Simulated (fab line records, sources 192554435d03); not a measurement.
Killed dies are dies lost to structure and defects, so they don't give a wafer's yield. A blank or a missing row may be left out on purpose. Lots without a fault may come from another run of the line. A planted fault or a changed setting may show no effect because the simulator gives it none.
fab line records | flow n5_finfet
record lots=4 wafers=12 last_day=18
route steps=1938 shown BEOL_M4@1099 BEOL_M5@1112 MIM_TOP@1838 PASSIVATION@1936
lots that met no fault: from a run of the same line without faults
start_h: hours from the record's first day to the start of the lot's first wafer shown | wait_h: hours since the lot's step before | " the same as in the row above | L1.1+2: a row that stands for several wafers | - no value, or no start given | * or withheld: withheld | < > ~ a bound
route shown NAME@n: a module of which the file shows steps, and the number in the route of the first | usual: mean/standard deviation of fault-free wafers | same: alike in all rows | chamber/n: place in a boat | sites: the reading at each site | _std_site: their standard deviation | _edge_site: outer sites' mean less inner sites' | radius_mm: how far each site lies from the wafer's centre | mask NAME#n: copy n | behind: the tool/chamber that last shaped the wafer | hold: why the lot was held/for how many hours/how that ended | device: the transistor (n, p or np) that didn't switch | end of line: the same wafers' tests at the end of the route | a step without rows: its recipe alone | killed: dies lost to structure and defects at the first sort, not the wafer's yield | map: a wafer's dies, x killed, . not, _ none there
set.NAME: the setting as run; set.NAME@STEP: as run at that earlier step | model.NAME: the simulator's own value behind a step, which no gauge read
lots at some steps of the route; a table a step, a row a wafer
## steps
# step N5_BEOL_M4_ANNEAL_95
# recipe temp_c=400 time_s=240 ambient=vacuum
# step N5_BEOL_M4_SPUTTER_96
# recipe material=Cu target_thk_a=45 temp_c=-20 chamber_pressure_pa=0.07 power_w=withheld time_s=8.29
# step N5_BEOL_M4_ECD_50
# recipe material=Cu target_thk_a=3000
# step N5_BEOL_M4_ANNEAL_51
# recipe temp_c=225 time_s=90 ambient=N2
# step N5_BEOL_M4_CMP_52
# recipe stop_on=SiOC t_overpolish_s=6.8 down_force_psi=1 platen_rpm=50 clearing_platen_down_force_psi=1.5 clearing_platen_rpm=50 post_cmp_clean=cu_alkaline target_thk_nm=40 clearing_platen_pad_velocity_m_s=0.99484 pad_velocity_m_s=0.99484
# step N5_BEOL_M4_PRE_CLEAN_60
# recipe gas=NH3/H2 time_s=15 temp_c=* rf_power_w=300
# step N5_BEOL_M4_CO_CAP_55
# recipe material=Co target_thk_a=20 temp_c=200 precursor=CCTBA/H2 pressure_torr=30 time_s=102.1
# step N5_BEOL_M4_PRE_CLEAN_56
# recipe gas=NH3 time_s=15 temp_c=withheld rf_power_w=300
# step N5_BEOL_M4_DEP_57
# recipe material=SiCN target_thk_a=80 temp_c=withheld precursor=3MS/NH3 pressure_torr=3 rf_w=202 time_s=14
# step N5_BEOL_M4_RC_MEAS_101
# usual DIBL_N=36.2/2.2 DIBL_P=36.5/3 IOFF_N=0.16/0.039 IOFF_P=0.22/0.047 ION_N=675/15 ION_P=463/10 SS_N=71.6/0.71 SS_P=73.4/0.94 VT_N=250/3.6 VT_P=-250/3.9
# columns lot.wafer tool chamber start_h wait_h DIBL_N[mV/V] DIBL_P[mV/V] IOFF_N[nA/um] IOFF_P[nA/um] ION_N[uA/um] ION_P[uA/um] SS_N[mV/dec] SS_P[mV/dec] VT_N[mV] VT_P[mV]
L965.1 prober-02 0 256.35 0.0 35.2 33.2 0.12 0.15 659 448 70.9 71.6 254 -255
L965.2 " 0 " " 36.1 34.5 0.13 0.16 677 460 71.1 72.7 254 -257
L965.6 " 0 " " 36.9 36.0 0.14 0.18 680 466 71.4 73.3 253 -253
L971.2 prober-02 0 289.77 0.2 34.5 34.9 0.15 0.23 695 480 71.0 72.4 246 -243
L971.3 " 0 " " 35.0 35.5 0.16 0.24 670 475 71.6 73.1 247 -246
L971.6 " 0 " " 32.6 32.1 0.12 0.19 646 457 70.8 72.4 252 -247
L974.2 prober-02 0 317.39 0.2 36.9 35.4 0.16 0.19 691 472 70.5 73.5 251 -252
L974.4 " 0 " " 36.2 34.3 0.13 0.17 653 449 72.0 73.8 252 -253
L974.6 " 0 " " 39.9 39.3 0.20 0.25 684 471 72.5 74.0 248 -251
L975.1 prober-01 0 320.94 0.0 35.6 36.6 0.16 0.21 669 460 72.2 72.8 250 -250
L975.3 " 0 " " 35.7 37.9 0.18 0.23 693 476 71.6 73.7 247 -250
L975.6 " 0 " " 36.3 39.2 0.19 0.26 685 473 72.2 73.8 248 -248
# step N5_BEOL_M5_ILD_DEP_00
# recipe material=SiCOH_lowk target_thk_a=1406.4 temp_c=300 precursor=DEMS/porogen pressure_torr=5 rf_w=500 time_s=25.9
# step N5_BEOL_M5_CURE_79
# recipe temp_c=385 time_s=240 ambient=He/Ar material=SiCOH_lowk
# step N5_BEOL_M5_PECVD_70
# recipe material=SiO2 target_thk_a=160 temp_c=400 precursor=TEOS/O2 pressure_torr=5.5 rf_w=450 teos_flow_sccm=53.8 gas=O2 flow_sccm=3000 time_s=18
# step N5_BEOL_M5_HM_DEP_02
# recipe material=TiN target_thk_a=200 temp_c=25 chamber_pressure_pa=0.49996
# step N5_BEOL_M5_COAT_59
# recipe resist=SOC temp_c=250 time_s=60 spin_rpm=1500 resist_thk_nm=60
# step N5_BEOL_M5_COAT_60
# recipe resist=SiARC temp_c=220 time_s=60 spin_rpm=1500 resist_thk_nm=12
# step N5_BEOL_M5_COAT_71
# recipe resist=underlayer temp_c=205 time_s=60 spin_rpm=1500 resist_thk_nm=5
# step N5_BEOL_M5_COAT_05
# recipe resist=CAR-EUV spin_rpm=1500 resist_thk_nm=30
# step N5_BEOL_M5_EBR_07
# recipe solvent=PGMEA ebr_width_mm=1.5
# step N5_BEOL_M5_SOFTBAKE_06
# recipe temp_c=110 time_s=60 resist=CAR-EUV
# step N5_BEOL_M5_EXPOSE_08
# recipe mask_id=M5 na=0.33 source_shape=annular sigma_inner=0.4 sigma_outer=0.8 polarization=unpolarized target_cd_nm=28 dose_mj=35.75
# step N5_BEOL_M5_PEB_09
# recipe peb_temp_c=100 peb_time_s=60 resist=CAR-EUV
# step N5_BEOL_M5_DEVELOP_10
# recipe develop_time_s=30 developer=TMAH resist=CAR-EUV rinse_liquid=surfactant_rinse dry=air_spin dev_temp_c=23
# step N5_BEOL_M5_DESCUM_16
# recipe chemistry=O2 time_s=7 source_power_w=50 bias_power_w=20 pressure_mtorr=20 rf_frequency_hz=2.712e+07 temp_c=40 resist=CAR-EUV o2_flow_sccm=225
# step N5_BEOL_M5_ETCH_72
# recipe chemistry=N2/H2 target=underlayer target_depth_a=65 mask_material=CAR-EUV time_s=5.2 ion_energy_ev=200 pressure_mtorr=30 source_w=840 bias_w=150 n2_flow_sccm=200 h2_flow_sccm=200 ends=cleared
# step N5_BEOL_M5_ETCH_61
# recipe chemistry=CF4 target=SiARC target_depth_a=156 mask_material=CAR-EUV time_s=26 ion_energy_ev=80 pressure_mtorr=40 source_w=545 bias_w=36 Ar_flow_sccm=100 cf4_flow_sccm=100 ends=cleared
# step N5_BEOL_M5_ETCH_62
# recipe chemistry=N2/H2 target=SOC target_depth_a=750 overetch_a=150 mask_material=SiARC temp_c=40 time_s=112.5 ion_energy_ev=200 pressure_mtorr=30 source_w=840 bias_w=150 n2_flow_sccm=200 h2_flow_sccm=200
# step N5_BEOL_M5_STRIP_63
# recipe chemistry=N2/H2 temp_c=40 n2_flow_sccm=200 h2_flow_sccm=200 rf_frequency_hz=6e+07
# step N5_BEOL_M5_STRIP_73
# recipe chemistry=N2/H2 temp_c=40 n2_flow_sccm=200 h2_flow_sccm=200 rf_frequency_hz=6e+07
# step N5_BEOL_M5_STRIP_64
# recipe chemistry=CF4 resist=SiARC power_w=300 bias_power_w=75 pressure_mtorr=50 cf4_flow_sccm=150 rf_frequency_hz=6e+07
# step N5_BEOL_M5_HM_OPEN_17
# recipe chemistry=Cl2/BCl3 target_depth_a=200 overetch_a=60 target=TiN mask_material=SOC ion_energy_ev=150 pressure_mtorr=10 icp_w=1000 bias_w=126 Cl2_flow_sccm=53.25 bcl3_flow_sccm=21.75 Ar_flow_sccm=25
# step N5_BEOL_M5_STRIP_19
# recipe chemistry=O2 power_w=400 temp_c=40 pressure_mtorr=30 rf_frequency_hz=6e+07 bias_power_w=0 overash_fraction=0.2 o2_flow_sccm=225
# step N5_BEOL_M5_COAT_65
# recipe resist=SOC temp_c=250 time_s=60 spin_rpm=1500 resist_thk_nm=60
# step N5_BEOL_M5_COAT_66
# recipe resist=SiARC temp_c=220 time_s=60 spin_rpm=1500 resist_thk_nm=12
# step N5_MIM_TOP_SPUTTER_03
# recipe material=TiN target_thk_a=350 temp_c=200 power_w=3000 chamber_pressure_pa=0.49996 gas=Ar reactive_partial_pa=0.37997 time_s=89.7
# usual cathode_dc_power_W=3000.0/0.55 chamber_pressure_pa=0.5000/0.0009 throttle_valve_pct=29.5/0.88 time_s=89.7/0
# columns lot.wafer tool chamber start_h wait_h cathode_dc_power_W chamber_pressure_pa throttle_valve_pct time_s
L965.1 pvd_sputter-02 - 351.51 0.0 2999.5 0.4988 32.1 89.7
L965.2 " - " " 3000.3 0.4991 29.8 89.7
L965.6 " - " " 3000.1 0.4995 28.9 89.7
L971.2 pvd_sputter-02 - 396.28 0.0 - - - -
L971.3 " - " " - - - -
L971.6 " - " " - - - -
L974.2 pvd_sputter-03 - 410.11 0.0 - - - -
L974.4 " - " " - - - -
L974.6 " - " " - - - -
L975.1 pvd_sputter-03 - 421.56 0.0 3000.8 0.4990 29.2 89.7
L975.3 " - " " 2999.8 0.4988 28.8 89.7
L975.6 " - " " 2999.6 0.5001 28.6 89.7
# step N5_PASSIVATION_PROBE_49
# usual defect_limited_yield=91.5/1.5 killed_at_M0_to_M3=32/10 killed_at_M4_up=13/4.9 killed_at_contacts=13/6.1 killed_at_front_end=38/11 killed_at_other=3/3.2 killed_dies=101/18 killed_on_rim=13/4.4 killed_open=66/13 killed_short=32/8.3 sort_bin_5_function=5.0/1 sort_bin_6_memory=3.2/0.74 sort_bin_8_speed=0.1/1.1 sort_n_pass=1078/22
# same gross_dies=1180 killed_at_back_side=0 sort_bin_4_leakage[%]=0
# columns lot.wafer tool chamber start_h wait_h defect_limited_yield[%] killed_at_M0_to_M3 killed_at_M4_up killed_at_contacts killed_at_front_end killed_at_other killed_dies killed_on_rim killed_open killed_short sort_bin_5_function[%] sort_bin_6_memory[%] sort_bin_8_speed[%] sort_n_pass
L965.1 prober-02 - 361.15 0.0 91.9 40 14 9 32 1 96 14 66 27 4.7 3.5 0 1084
L965.2 prober-02 - 361.20 0.1 91.1 33 15 14 43 0 105 17 65 30 5.3 2.8 0 1075
L965.6 prober-02 - 361.40 0.3 90.2 50 15 16 34 1 116 14 78 38 6.1 3.6 0 1064
L971.2 prober-01 - 406.21 0.1 0 35 14 5 36 1090 1180 152 67 28 96.9 2.9 0 0
L971.3 prober-01 - 406.26 0.1 0 30 10 16 26 1098 1180 152 67 16 96.9 3.1 0 0
L971.6 prober-01 - 406.41 0.3 0 36 8 11 35 1090 1180 152 59 32 96.6 3.1 0 0
L974.2 prober-02 - 420.00 0.1 0 42 16 22 31 1069 1180 152 75 34 95.8 3.7 0 0
L974.4 prober-02 - 420.10 0.2 0 36 10 15 39 1080 1180 152 62 36 96.9 2.5 0 0
L974.6 prober-02 - 420.20 0.3 0 41 14 19 20 1086 1180 152 67 29 96.9 3.1 0 0
# killed by level:class
L965.1 BEOL_M0_SAQP:geometric_particle:short=12 STI_FIN_REVEAL:geometric_particle:open=11 BEOL_M3:geometric_particle:open=9 MOL_CONTACT_COAG:geometric_particle:open=7 FIN_SAQP:geometric_particle:open=5 BEOL_M2:geometric_particle:open=5 BEOL_M5:geometric_particle:open=5 BEOL_M0_SAQP:geometric_particle:open=4
L965.2 FIN_SAQP:geometric_particle:short=13 MOL_CONTACT_COAG:geometric_particle:open=11 BEOL_M0_SAQP:geometric_particle:open=10 HKMG_FIN:area_etch=8 FIN_SAQP:geometric_particle:open=7 BEOL_M3:geometric_particle:open=6 STI_FIN_REVEAL:geometric_particle:open=5 BEOL_M1:geometric_particle:open=5
L965.6 MOL_CONTACT_COAG:geometric_particle:open=14 BEOL_M0_SAQP:geometric_particle:open=14 BEOL_M0_SAQP:geometric_particle:short=10 BEOL_M3:geometric_particle:open=10 FIN_SAQP:geometric_particle:short=6 STI_FIN_REVEAL:geometric_particle:open=6 FIN_SAQP:geometric_particle:open=5 BEOL_M3:geometric_particle:short=5
L971.2 MIM_TOP:area_sputter=1085 STI_FIN_REVEAL:geometric_particle:open=15 BEOL_M3:geometric_particle:open=10 BEOL_M1:geometric_particle:open=8 GATE_CUT:geometric_particle:short=6 BEOL_M4:geometric_particle:open=6 MOL_CONTACT_COAG:geometric_particle:open=4 BEOL_M0_SAQP:geometric_particle:open=4
L971.3 MIM_TOP:area_sputter=1097 STI_FIN_REVEAL:geometric_particle:open=14 MOL_CONTACT_COAG:geometric_particle:open=14 BEOL_M1:geometric_particle:open=10 BEOL_M0_SAQP:geometric_particle:open=7 BEOL_M0_SAQP:geometric_particle:short=5 BEOL_M2:geometric_particle:open=5 BEOL_M4:geometric_particle:open=4
L971.6 MIM_TOP:area_sputter=1088 STI_FIN_REVEAL:geometric_particle:open=11 FIN_SAQP:geometric_particle:short=10 BEOL_M3:geometric_particle:open=9 FIN_SAQP:geometric_particle:open=8 BEOL_M0_SAQP:geometric_particle:open=7 MOL_CONTACT_COAG:geometric_particle:open=6 BEOL_M1:geometric_particle:open=6
L974.2 MIM_TOP:area_sputter=1068 MOL_CONTACT_COAG:geometric_particle:open=16 FIN_SAQP:geometric_particle:short=10 BEOL_M3:geometric_particle:open=10 BEOL_M1:geometric_particle:open=9 BEOL_M2:geometric_particle:open=9 FIN_SAQP:geometric_particle:open=6 MOL_CONTACT_COAG:geometric_particle:short=6
L974.4 MIM_TOP:area_sputter=1080 MOL_CONTACT_COAG:geometric_particle:open=11 FIN_SAQP:geometric_particle:short=9 BEOL_M2:geometric_particle:open=8 BEOL_M3:geometric_particle:open=8 FIN_SAQP:geometric_particle:open=7 BEOL_M3:geometric_particle:short=7 STI_FIN_REVEAL:geometric_particle:open=4
L974.6 MIM_TOP:area_sputter=1084 MOL_CONTACT_COAG:geometric_particle:open=14 BEOL_M2:geometric_particle:open=11 BEOL_M3:geometric_particle:open=8 BEOL_M1:geometric_particle:open=7 BEOL_M0_SAQP:geometric_particle:short=6 BEOL_M5:geometric_particle:open=6 STI_FIN_REVEAL:geometric_particle:open=5
# map L971.2 (x killed, . not)
_________________xxxxxxxxxxxx________________
______________xxxxxxxxxxxxxxxxxx_____________
___________xxxxxxxxxxxxxxxxxxxxxxxx__________
__________xxxxxxxxxxxxxxxxxxxxxxxxxx_________
________xxxxxxxxxxxxxxxxxxxxxxxxxxxxxx_______
_______xxxxxxxxxxxxxxxxxxxxxxxxxxxxxxxx______
______xxxxxxxxxxxxxxxxxxxxxxxxxxxxxxxxxx_____
_____xxxxxxxxxxxxxxxxxxxxxxxxxxxxxxxxxxxx____
____xxxxxxxxxxxxxxxxxxxxxxxxxxxxxxxxxxxxxx___
___xxxxxxxxxxxxxxxxxxxxxxxxxxxxxxxxxxxxxxxx__
___xxxxxxxxxxxxxxxxxxxxxxxxxxxxxxxxxxxxxxxx__
__xxxxxxxxxxxxxxxxxxxxxxxxxxxxxxxxxxxxxxxxxx_
__xxxxxxxxxxxxxxxxxxxxxxxxxxxxxxxxxxxxxxxxxx_
_xxxxxxxxxxxxxxxxxxxxxxxxxxxxxxxxxxxxxxxxxxxx
_xxxxxxxxxxxxxxxxxxxxxxxxxxxxxxxxxxxxxxxxxxxx
_xxxxxxxxxxxxxxxxxxxxxxxxxxxxxxxxxxxxxxxxxxxx
_xxxxxxxxxxxxxxxxxxxxxxxxxxxxxxxxxxxxxxxxxxxx
_xxxxxxxxxxxxxxxxxxxxxxxxxxxxxxxxxxxxxxxxxxxx
_xxxxxxxxxxxxxxxxxxxxxxxxxxxxxxxxxxxxxxxxxxxx
_xxxxxxxxxxxxxxxxxxxxxxxxxxxxxxxxxxxxxxxxxxxx
_xxxxxxxxxxxxxxxxxxxxxxxxxxxxxxxxxxxxxxxxxxxx
__xxxxxxxxxxxxxxxxxxxxxxxxxxxxxxxxxxxxxxxxxx_
__xxxxxxxxxxxxxxxxxxxxxxxxxxxxxxxxxxxxxxxxxx_
___xxxxxxxxxxxxxxxxxxxxxxxxxxxxxxxxxxxxxxxx__
___xxxxxxxxxxxxxxxxxxxxxxxxxxxxxxxxxxxxxxxx__
____xxxxxxxxxxxxxxxxxxxxxxxxxxxxxxxxxxxxxx___
_____xxxxxxxxxxxxxxxxxxxxxxxxxxxxxxxxxxxx____
______xxxxxxxxxxxxxxxxxxxxxxxxxxxxxxxxxx_____
_______xxxxxxxxxxxxxxxxxxxxxxxxxxxxxxxx______
________xxxxxxxxxxxxxxxxxxxxxxxxxxxxxx_______
__________xxxxxxxxxxxxxxxxxxxxxxxxxx_________
___________xxxxxxxxxxxxxxxxxxxxxxxx__________
______________xxxxxxxxxxxxxxxxxx_____________
_________________xxxxxxxxxxxx________________
# map L974.2 (x killed, . not)
_________________xxxxxxxxxxxx________________
______________xxxxxxxxxxxxxxxxxx_____________
___________xxxxxxxxxxxxxxxxxxxxxxxx__________
__________xxxxxxxxxxxxxxxxxxxxxxxxxx_________
________xxxxxxxxxxxxxxxxxxxxxxxxxxxxxx_______
_______xxxxxxxxxxxxxxxxxxxxxxxxxxxxxxxx______
______xxxxxxxxxxxxxxxxxxxxxxxxxxxxxxxxxx_____
_____xxxxxxxxxxxxxxxxxxxxxxxxxxxxxxxxxxxx____
____xxxxxxxxxxxxxxxxxxxxxxxxxxxxxxxxxxxxxx___
___xxxxxxxxxxxxxxxxxxxxxxxxxxxxxxxxxxxxxxxx__
___xxxxxxxxxxxxxxxxxxxxxxxxxxxxxxxxxxxxxxxx__
__xxxxxxxxxxxxxxxxxxxxxxxxxxxxxxxxxxxxxxxxxx_
__xxxxxxxxxxxxxxxxxxxxxxxxxxxxxxxxxxxxxxxxxx_
_xxxxxxxxxxxxxxxxxxxxxxxxxxxxxxxxxxxxxxxxxxxx
_xxxxxxxxxxxxxxxxxxxxxxxxxxxxxxxxxxxxxxxxxxxx
_xxxxxxxxxxxxxxxxxxxxxxxxxxxxxxxxxxxxxxxxxxxx
_xxxxxxxxxxxxxxxxxxxxxxxxxxxxxxxxxxxxxxxxxxxx
_xxxxxxxxxxxxxxxxxxxxxxxxxxxxxxxxxxxxxxxxxxxx
_xxxxxxxxxxxxxxxxxxxxxxxxxxxxxxxxxxxxxxxxxxxx
_xxxxxxxxxxxxxxxxxxxxxxxxxxxxxxxxxxxxxxxxxxxx
_xxxxxxxxxxxxxxxxxxxxxxxxxxxxxxxxxxxxxxxxxxxx
__xxxxxxxxxxxxxxxxxxxxxxxxxxxxxxxxxxxxxxxxxx_
__xxxxxxxxxxxxxxxxxxxxxxxxxxxxxxxxxxxxxxxxxx_
___xxxxxxxxxxxxxxxxxxxxxxxxxxxxxxxxxxxxxxxx__
___xxxxxxxxxxxxxxxxxxxxxxxxxxxxxxxxxxxxxxxx__
____xxxxxxxxxxxxxxxxxxxxxxxxxxxxxxxxxxxxxx___
_____xxxxxxxxxxxxxxxxxxxxxxxxxxxxxxxxxxxx____
______xxxxxxxxxxxxxxxxxxxxxxxxxxxxxxxxxx_____
_______xxxxxxxxxxxxxxxxxxxxxxxxxxxxxxxx______
________xxxxxxxxxxxxxxxxxxxxxxxxxxxxxx_______
__________xxxxxxxxxxxxxxxxxxxxxxxxxx_________
___________xxxxxxxxxxxxxxxxxxxxxxxx__________
______________xxxxxxxxxxxxxxxxxx_____________
_________________xxxxxxxxxxxx________________
## key
first_sign step=N5_MIM_TOP_SPUTTER_03 reading=tool_record direction=missing
effect step=N5_PASSIVATION_PROBE_49 reading=killed_at_other direction=up sigmas=99+ usual=3 struck=1086
more_kills_born_at N5_MIM_TOP_SPUTTER_03@pvd_sputter-02=3270 N5_MIM_TOP_SPUTTER_03@pvd_sputter-03=3232
met_at N5_MIM_TOP_SPUTTER_03
struck_wafers L971.2,L971.3,L971.6,L974.2,L974.4,L974.6
later_rows_left_out L971.2,L971.3,L971.6,L974.2,L974.4,L974.6
onset_between 351.51 396.28
fault kind=skipped_step_whole tool=pvd_sputter-02,pvd_sputter-03 chamber=- onset_h=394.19 steps=N5_MIM_TOP_SPUTTER_03 scope=struck_lots_only
# later_rows_left_out: the simulator's readings of these wafers behind a module that went badly wrong aren't trusted and aren't shown, but for the sort
